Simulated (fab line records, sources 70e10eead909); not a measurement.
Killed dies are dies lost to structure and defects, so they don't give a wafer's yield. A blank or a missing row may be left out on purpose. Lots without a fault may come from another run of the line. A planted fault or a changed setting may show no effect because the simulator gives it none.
fab line records | flow nand_harc
record lots=13 wafers=39 last_day=24
route steps=1159 shown P_ZERO_WELL@26 P_STI@87
lots that met no fault: from a run of the same line without faults
start_h: hours from the record's first day to the start of the lot's first wafer shown | wait_h: hours since the lot's step before | " the same as in the row above | L1.1+2: a row that stands for several wafers | - no value, or no start given | * or withheld: withheld | < > ~ a bound
route shown NAME@n: a module of which the file shows steps, and the number in the route of the first | usual: mean/standard deviation of fault-free wafers | same: alike in all rows | chamber/n: place in a boat | sites: the reading at each site | _std_site: their standard deviation | _edge_site: outer sites' mean less inner sites' | radius_mm: how far each site lies from the wafer's centre | mask NAME#n: copy n | behind: the tool/chamber that last shaped the wafer | hold: why the lot was held/for how many hours/how that ended | device: the transistor (n, p or np) that didn't switch | end of line: the same wafers' tests at the end of the route | a step without rows: its recipe alone | killed: dies lost to structure and defects at the first sort, not the wafer's yield | map: a wafer's dies, x killed, . not, _ none there
set.NAME: the setting as run; set.NAME@STEP: as run at that earlier step | model.NAME: the simulator's own value behind a step, which no gauge read
steps of the route over a sample of lots; a table a step, a row a wafer
services: from which hour (start_h, from the record's first day; less than 0 if before it) a tool's chamber was out of use, for how many hours, and why
## steps
# step NHARC_P_ZERO_WELL_EXPOSE_21
# recipe na=0.6 target_cd_nm=720 dose_mj=22.31 mask_id=P_NWELL
# columns lot.wafer tool chamber start_h wait_h mask
L743.2+3+5 krf_scanner-02 0 14.37 - P_NWELL#0
L744.1+3+6 krf_scanner-02 0 20.32 - P_NWELL#0
L745.2+3+4 krf_scanner-02 0 26.48 - P_NWELL#0
L746.3+5+6 krf_scanner-01 0 32.47 - P_NWELL#0
L747.1+4+5 krf_scanner-03 0 38.77 - P_NWELL#0
L750.2+5+6 krf_scanner-01 0 56.95 - P_NWELL#0
L751.1+4+5 krf_scanner-03 0 62.37 - P_PWELL#0
L759.1+3+5 krf_scanner-01 0 110.30 - P_NWELL#0
L760.1+3+6 krf_scanner-01 0 116.30 - P_NWELL#0
L761.1+2+6 krf_scanner-03 0 122.44 - P_NWELL#0
L762.3+4+6 krf_scanner-01 0 128.44 - P_NWELL#0
L764.4+5+6 krf_scanner-02 0 140.24 - P_NWELL#0
L766.1+2+5 krf_scanner-02 0 152.32 - P_NWELL#0
# step NHARC_P_ZERO_WELL_CD_MEAS_24
# recipe target_cd_nm=720 landing_energy_ev=500
# usual cd_nm=720.7/2.2
# columns lot.wafer tool chamber start_h wait_h cd_nm
L743.2 cd_sem-03 0 14.52 - 722.9
L743.3 " 0 " " 722.7
L743.5 " 0 " " 720.1
L744.1 cd_sem-03 0 20.48 - 717.1
L744.3 " 0 " " 723.5
L744.6 " 0 " " 718.7
L745.2 cd_sem-03 0 26.64 - 721.6
L745.3 " 0 " " 721.4
L745.4 " 0 " " 722.6
L746.3 cd_sem-03 0 32.62 - 721.4
L746.5 " 0 " " 721.8
L746.6 " 0 " " 720.5
L747.1 cd_sem-03 0 38.92 - 721.2
L747.4 " 0 " " 720.6
L747.5 " 0 " " 724.4
L750.2 cd_sem-01 0 57.11 - 715.9
L750.5 " 0 " " 720.1
L750.6 " 0 " " 721.1
L751.1 cd_sem-03 0 62.52 - -
L751.4 " 0 " " -
L751.5 " 0 " " -
L759.1 cd_sem-01 0 110.46 - 719.9
L759.3 " 0 " " 722.6
L759.5 " 0 " " 716.0
L760.1 cd_sem-01 0 116.46 - 719.9
L760.3 " 0 " " 721.0
L760.6 " 0 " " 725.9
L761.1 cd_sem-02 0 122.59 - 718.0
L761.2 " 0 " " 720.9
L761.6 " 0 " " 718.2
L762.3 cd_sem-02 0 128.59 - 718.2
L762.4 " 0 " " 722.9
L762.6 " 0 " " 718.6
L764.4 cd_sem-02 0 140.39 - 719.9
L764.5 " 0 " " 722.3
L764.6 " 0 " " 720.7
L766.1 cd_sem-02 0 152.47 - 721.5
L766.2 " 0 " " 720.6
L766.5 " 0 " " 717.9
# step NHARC_P_ZERO_WELL_RTA_42
# recipe temp_c=1100 time_s=300
# usual lamp_power_pct=35/3 wafer_temp_C_max=1105.2/1.2
# columns lot.wafer tool chamber start_h wait_h lamp_power_pct wafer_temp_C_max
L743.2 rtp_anneal-01 0 19.22 - 39 1105.0
L743.3 " 0 " " 39 1103.9
L743.5 " 0 " " 39 1105.0
L744.1 rtp_anneal-01 0 24.79 - 39 1103.7
L744.3 " 0 " " 39 1104.9
L744.6 " 0 " " 39 1104.3
L745.2 rtp_anneal-01 0 31.16 - 39 1104.1
L745.3 " 0 " " 39 1104.1
L745.4 " 0 " " 39 1104.8
L746.3 rtp_anneal-02 0 37.33 - 33 1106.7
L746.5 " 0 " " 33 1105.9
L746.6 " 0 " " 33 1107.3
L747.1 rtp_anneal-01 0 43.24 - 39 1106.3
L747.4 " 0 " " 39 1103.7
L747.5 " 0 " " 39 1104.0
L750.2 rtp_anneal-02 0 61.66 - 33 1107.0
L750.5 " 0 " " 33 1107.1
L750.6 " 0 " " 33 1105.9
L751.1 rtp_anneal-02 0 66.87 - 33 1105.8
L751.4 " 0 " " 33 1105.4
L751.5 " 0 " " 33 1103.6
L759.1 rtp_anneal-01 0 114.78 - 39 1104.1
L759.3 " 0 " " 39 1103.8
L759.5 " 0 " " 39 1104.5
L760.1 rtp_anneal-01 0 120.90 - 39 1106.9
L760.3 " 0 " " 39 1104.8
L760.6 " 0 " " 39 1105.1
L761.1 rtp_anneal-02 0 127.05 - 33 1103.4
L761.2 " 0 " " 33 1104.8
L761.6 " 0 " " 33 1104.1
L762.3 rtp_anneal-02 0 133.15 - 33 1106.9
L762.4 " 0 " " 33 1106.4
L762.6 " 0 " " 33 1106.3
L764.4 rtp_anneal-02 0 145.13 - 33 1107.8
L764.5 " 0 " " 33 1105.1
L764.6 " 0 " " 33 1105.4
L766.1 rtp_anneal-01 0 156.97 - 39 1106.0
L766.2 " 0 " " 39 1104.3
L766.5 " 0 " " 39 1104.9
# step NHARC_P_STI_DESCUM_14
# recipe time_s=3 o2_flow_sccm=200 ar_flow_sccm=0 bias_power_w=0 chemistry=O2
# usual drypump_motor_current_A=5.75/0.27 oes_product_au=1.000/0.017 rf_vpp_V=57.9/0.86 showerhead_plenum_p_Torr=1.93/0.059 throttle_valve_pct=11.311/0.0097
# columns lot.wafer tool chamber start_h wait_h drypump_motor_current_A oes_product_au rf_hours_counter_h rf_vpp_V showerhead_plenum_p_Torr throttle_valve_pct
L743.3 rie_diel-11 1 40.37 - 5.32 1.023 0.6 58.1 1.95 11.294
L743.2 " 2 " " 5.74 1.004 0.6 58.2 1.85 11.304
L743.5 " 1 " " 5.33 1.032 - 57.4 1.95 11.294
L744.3 rie_diel-01 1 40.52 - 5.83 0.974 2.9 58.5 1.88 11.302
L744.1 " 2 " " 5.87 1.012 4.1 57.7 1.89 11.317
L744.6 " 0 " " 5.66 1.010 - 57.9 2.00 11.311
L745.3 rie_diel-10 0 51.17 - 5.22 1.011 1.2 59.7 2.00 11.296
L745.2 " 1 " " 5.74 0.974 1.1 57.2 1.91 11.302
L745.4 " 1 " " 5.76 0.977 - 57.0 1.91 11.295
L746.3 rie_diel-01 1 56.06 - 5.83 0.985 3.7 57.1 1.88 11.327
L746.5 " 1 " " 5.85 0.978 - 57.8 1.88 11.322
L746.6 " 2 " " 5.90 1.022 - 59.5 1.89 11.316
L747.1 rie_diel-10 1 56.24 - 5.76 0.980 1.2 58.0 1.91 11.323
L747.4 " 2 " " 6.09 1.008 - 56.5 1.85 11.298
L747.5 " 1 " " 5.74 0.994 - 56.3 1.91 11.301
L750.2 rie_diel-11 1 79.77 - 5.32 1.019 2.1 57.5 1.95 11.300
L750.5 " 3 " " 6.16 1.006 - 58.9 2.04 11.336
L750.6 " 0 " " 5.64 0.982 - 59.0 1.98 11.323
L760.1 rie_diel-11 2 133.77 - 5.79 0.984 4.0 57.4 1.85 11.309
L760.3 " 1 " " 5.32 1.036 3.7 58.4 1.95 11.316
L760.6 " 2 " " 5.78 0.992 - 55.9 1.85 11.312
L759.3 rie_diel-10 3 133.93 - 6.02 0.980 1.7 57.9 1.92 11.302
L759.1 " 0 " " 5.23 0.999 2.6 58.7 2.00 11.299
L759.5 " 3 " " 6.05 0.979 - 56.9 1.92 11.316
L761.1 rie_diel-01 1 147.04 - 5.83 0.994 0 57.4 1.88 11.299
L761.2 " 3 " " 5.76 0.996 0 57.9 1.90 11.303
L761.6 " 1 " " 5.82 0.994 - 57.2 1.88 11.312
L762.3 rie_diel-11 2 147.20 - 5.77 0.984 4.7 57.3 1.85 11.318
L762.4 " 3 " " 6.18 0.999 5.0 58.0 2.04 11.315
L762.6 " 2 " " 5.77 0.989 - 57.5 1.85 11.325
L764.4 rie_diel-10 0 161.05 - 5.22 1.016 - 57.6 2.00 11.301
L764.6 " 1 " " 5.76 0.989 - 58.4 1.91 11.296
L764.5 " 2 " " 6.07 1.003 - 57.3 1.85 11.318
L766.1 rie_diel-11 0 173.34 - 5.64 0.990 5.9 57.9 1.97 11.293
L766.2 " 1 " " 5.31 1.037 5.7 57.0 1.95 11.315
L766.5 " 1 " " 5.33 1.032 - 59.3 1.95 11.304
# step NHARC_P_STI_ETCH_15
# recipe target_depth_a=3000 taper_deg=4 time_s=100.1 hbr_flow_sccm=150 cl2_flow_sccm=50 rf_w=400 icp_w=400 bias_w=100 chemistry=HBr/Cl2
# usual bias_w=100.0/0.3 drypump_motor_current_A=5.9/0.48 oes_product_au=0.991/0.011 rf_fwd_power_W=397.7/1.2 throttle_valve_pct=26.407/0.0094
# columns lot.wafer tool chamber start_h wait_h bias_w drypump_motor_current_A oes_product_au rf_fwd_power_W rf_hours_counter_h throttle_valve_pct
L743.3 rie_si-04 1 40.64 - 99.7 6.3 0.992 397.5 0.8 26.404
L743.2 " 0 " " 100.4 5.6 0.992 396.6 0.7 26.412
L743.5 " 1 " " 99.8 6.3 0.986 398.5 - 26.412
L744.1 rie_si-03 2 40.79 - 100.7 5.8 0.989 397.2 0.3 26.402
L744.3 " 3 " " 99.7 5.0 0.998 399.1 0.3 26.398
L744.6 " 2 " " 100.6 5.8 0.984 399.1 - 26.408
L745.2 rie_si-04 2 51.47 - 99.7 6.2 0.999 397.6 0.8 26.426
L745.3 " 3 " " 100.4 6.0 0.988 399.0 0.7 26.408
L745.4 " 3 " " 100.0 6.0 0.981 399.0 - 26.409
L746.3 rie_si-04 1 56.35 - 100.2 6.3 0.984 398.5 0.9 26.387
L746.5 " 0 " " 100.3 5.6 0.980 397.4 - 26.407
L746.6 " 1 " " 100.8 6.3 0.986 396.6 - 26.388
L747.1 rie_si-03 3 56.54 - 99.7 5.0 1.007 399.0 0.5 26.401
L747.4 " 0 " " 100.4 6.7 1.004 397.0 0.3 26.413
L747.5 " 3 " " 99.8 5.0 0.995 399.5 - 26.399
L750.2 rie_si-05 1 80.04 - 100.4 6.4 1.003 397.0 0.1 26.412
L750.6 " 0 " " 99.7 5.9 0.988 395.3 - 26.418
L750.5 " 1 " " 99.7 6.4 0.992 399.2 - 26.398
L760.1 rie_si-03 0 134.04 - 99.8 6.7 0.996 397.0 0.9 26.423
L760.3 " 2 " " 99.7 5.8 0.983 397.7 1.0 26.412
L760.6 " 0 " " 100.3 6.7 0.991 397.7 - 26.422
L759.3 rie_si-04 3 134.23 - 99.8 6.0 0.987 398.8 0.2 26.402
L759.1 " 1 " " 100.1 6.3 1.010 397.6 0.2 26.420
L759.5 " 2 " " 100.0 6.2 1.006 397.9 - 26.398
L761.1 rie_si-05 1 147.32 - 99.9 6.3 0.990 399.4 0.5 26.389
L761.2 " 0 " " 100.2 5.9 0.990 395.6 0.5 26.396
L761.6 " 2 " " 99.9 5.9 0.982 398.3 - 26.397
L762.4 rie_si-04 3 147.51 - 99.7 6.0 0.994 396.9 0.3 26.411
L762.3 " 0 " " 100.1 5.5 0.973 396.7 0.3 26.392
L762.6 " 2 " " 100.7 6.2 0.996 398.6 - 26.405
L764.4 rie_si-05 0 161.38 - 99.8 5.9 0.974 395.9 0.6 26.403
L764.5 " 1 " " 100.4 6.4 0.987 397.4 - 26.418
L764.6 " 2 " " 99.8 5.8 0.984 399.9 - 26.410
L766.2 rie_si-03 3 173.67 - 100.0 5.0 1.008 396.3 0.0 26.410
L766.1 " 0 " " 99.6 6.7 0.982 396.1 0.0 26.393
L766.5 " 2 " " 100.3 5.8 1.004 397.5 - 26.409
## services
# columns tool chamber start_h hours kind
rie_diel-01 1 -5.63 20.3 repair
krf_scanner-03 - -4.00 4.0 pm
rie_diel-11 - -2.39 1.4 repair
rie_diel-10 - -0.50 9.0 pm
rie_diel-11 - 12.50 9.0 pm
rie_diel-10 3 26.13 35.0 repair
krf_scanner-01 - 28.36 0.3 repair
rie_si-04 2 36.21 1.7 repair
krf_scanner-02 - 38.00 4.0 pm
krf_scanner-01 - 43.71 10.7 repair
rie_si-04 1 50.66 2.4 repair
rie_si-05 - 62.04 9.0 pm
krf_scanner-02 - 65.40 1.7 repair
krf_scanner-01 - 84.00 4.0 pm
rie_diel-10 - 98.58 0.3 repair
rie_si-04 - 99.00 9.0 pm
rie_diel-10 0 110.45 6.6 repair
rie_diel-10 0 120.15 7.5 repair
rie_si-04 - 146.34 0.8 repair
rie_diel-11 0 152.29 2.6 repair
rie_diel-10 3 154.93 8.9 repair
rie_si-03 - 155.00 9.0 pm
rie_diel-10 0 163.63 8.3 repair
rie_diel-11 3 168.26 18.9 repair
## key
first_sign step=NHARC_P_ZERO_WELL_EXPOSE_21 reading=mask direction=changed
effect step=NHARC_P_ZERO_WELL_CD_MEAS_24 reading=cd_nm direction=missing
met_at NHARC_P_ZERO_WELL_EXPOSE_21
struck_lots L751
later_rows_left_out L751.1,L751.4,L751.5
sort_left_out L751.1,L751.4,L751.5
tester_left_out L751
not_acting_at NHARC_P_ZERO_WELL_RTA_42,NHARC_P_STI_DESCUM_14,NHARC_P_STI_ETCH_15
onset_between 38.77 62.37
fault kind=wrong_mask tool=any chamber=- onset_h=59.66 steps=NHARC_P_ZERO_WELL_EXPOSE_21 aux_copy=P_PWELL#0 scope=struck_lots_only
# tester_left_out: of these lots the tester's yield and bins aren't shown, on N5 and GAA mostly nor the transistor test; their killed dies are dies lost to structure and defects alone, not to doping, threshold or leakage, so they don't give the yield
# sort_left_out: the simulated sort isn't trusted on such a fault, so these wafers' sort isn't shown, and their yield isn't known
# later_rows_left_out: the simulator's readings of these wafers behind a module that went badly wrong aren't trusted and aren't shown, but for the sort
